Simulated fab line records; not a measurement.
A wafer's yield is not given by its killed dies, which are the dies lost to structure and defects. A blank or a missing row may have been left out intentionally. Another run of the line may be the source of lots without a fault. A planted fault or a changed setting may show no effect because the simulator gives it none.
Chamber matching + flow nand harc + 4 sister chambers for NHARC_A_CHANNEL_FILL_D1_CMP_10 on cmp-02
The step polishes, target thk 150 nm. 4 wafers are shown with their chamber, then 7 later ones without.

== WAFERS PAIRED WITH THEIR CHAMBERS ==
| wafer  | chamber | motor current A (A) |
|--------|---------|---------------------|
| L837.2 | 1       | 9.5                 |
| L839.5 | 2       | 14.0                |
| L840.1 | 0       | 10.8                |
| L840.2 | 3       | 11.8                |

== WAFERS WHOSE CHAMBER IS MISSING ==
| wafer  | motor current A (A) |
|--------|---------------------|
| L840.6 | 13.8                |
| L844.1 | 9.5                 |
| L844.3 | 14.9                |
| L844.6 | 10.0                |
| L852.1 | 9.7                 |
| L852.2 | 10.6                |
| L852.4 | 11.6                |

== THE CHAMBER EACH PASSED THROUGH ==
| wafer  | from the rows above     | in truth |
|--------|-------------------------|----------|
| L840.6 | 2                       | 2        |
| L844.1 | 1                       | 1        |
| L844.3 | 2                       | 2        |
| L844.6 | can't be placed: 1 or 0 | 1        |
| L852.1 | 1                       | 1        |
| L852.2 | 0                       | 0        |
| L852.4 | can't be placed: 3 or 0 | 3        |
Correct placement for 5 of the 7. Not placeable from these rows: 2 (in 2, the candidates include the true chamber). Placed wrongly: 0.
How it was worked out, from the rows above alone: a wafer's distance from a chamber is the root of the sum, over the readings, of the square of ((its reading less the chamber's mean) divided by the reading's scatter). The wafer belongs to the nearest chamber; if the next one is less than 2 further off, it can't be placed. The mean given for a chamber averages the wafers shown for that chamber. The scatter: root of mean squared gap, hidden wafer to nearest shown wafer, with one shown wafer a chamber.
